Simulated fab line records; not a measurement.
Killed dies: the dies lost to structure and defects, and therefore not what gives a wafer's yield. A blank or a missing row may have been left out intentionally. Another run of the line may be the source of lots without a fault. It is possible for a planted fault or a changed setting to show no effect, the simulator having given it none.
Lot-split experiment	flow n5_finfet	7 lots, 21 wafers read, on a route of 1938 steps

THE SPLIT
At N5_BEOL_M15_SPUTTER_43 (material TaN, target thk 15 nm, time 24.19 s), the setting time_s was moved away from the recipe's 24.19 s on 5 of the 21 wafers read, by -13.6% to +6.4%. The other wafers ran this setting at the recipe's value.

Reading taken at the split's own step.

THE READING
TaN_of_BEOL_M15_SPUTTER_43.thk_nm (the simulator's own value, which no gauge read), in nm, at N5_BEOL_M15_SPUTTER_43 (material TaN, target thk 15 nm, time 24.19 s). The file does not state a usual value for it. Across the 16 wafers here that went through the recipe, the average is 15.0 nm and the standard deviation 0.18 nm.

wafer	tool, chamber at the split	time_s as run, s	against the recipe	TaN_of_BEOL_M15_SPUTTER_43.thk_nm, nm	against lot-mates on the recipe
L077.1	pvd_sputter-02, -	24.19	recipe	14.8	-
L077.5	pvd_sputter-02, -	24.19	recipe	14.8	-
L077.2	pvd_sputter-02, -	25.75	+6.4%	15.8	+1.0
L078.1	pvd_sputter-03, -	24.19	recipe	15.2	-
L078.2	pvd_sputter-03, -	24.19	recipe	15.2	-
L078.4	pvd_sputter-03, -	24.19	recipe	15.2	-
L079.2	pvd_sputter-02, -	24.19	recipe	14.6	-
L079.5	pvd_sputter-02, -	25.15	+4.0%	15.6	+0.8
L079.6	pvd_sputter-02, -	24.19	recipe	15	-
L080.3	pvd_sputter-01, -	24.19	recipe	15	-
L080.4	pvd_sputter-01, -	25.5	+5.4%	16	+0.9
L080.6	pvd_sputter-01, -	24.19	recipe	15.2	-
L085.2	pvd_sputter-02, -	24.19	recipe	14.8	-
L085.6	pvd_sputter-02, -	24.19	recipe	14.8	-
L085.5	pvd_sputter-02, -	24.19	recipe	15	-
L092.3	pvd_sputter-03, -	20.89	-13.6%	12.8	-2.2
L092.4	pvd_sputter-03, -	24.19	recipe	15	-
L092.6	pvd_sputter-03, -	24.19	recipe	15	-
L094.2	pvd_sputter-02, -	24.19	recipe	15	-
L094.3	pvd_sputter-02, -	23.06	-4.7%	14.4	-0.7
L094.6	pvd_sputter-02, -	24.19	recipe	15.2	-

THE FIT
A straight line over all 21 wafers: TaN_of_BEOL_M15_SPUTTER_43.thk_nm changes by +0.155 nm for each +1% of time_s; r = +0.96; the points scatter about the line by 0.18 nm.
The same after taking each lot's own level away (the mean of its wafers on the recipe; 21 wafers): +0.162 nm for each +1%; r = +0.99; scatter 0.096 nm.
The reading moves by 2.2 nm for the largest change in time_s, on that fit.
Measured against the standard deviation above, the lots' own levels, which go from 14.80 to 15.20 nm, span 2.2 times it.
Consequently the slope shifts little with the lot-to-lot level, the two slopes agreeing.
Check: for one of the wafers moved furthest among these (-13.6%), held out of the fit, the line's prediction against its lot-mates is -2.21 nm. Against them it came out at -2.2 nm.

FILE'S OWN FIT
TaN_of_BEOL_M15_SPUTTER_43.thk_nm changes by +0.162 nm for each +1% of time_s, r = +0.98.
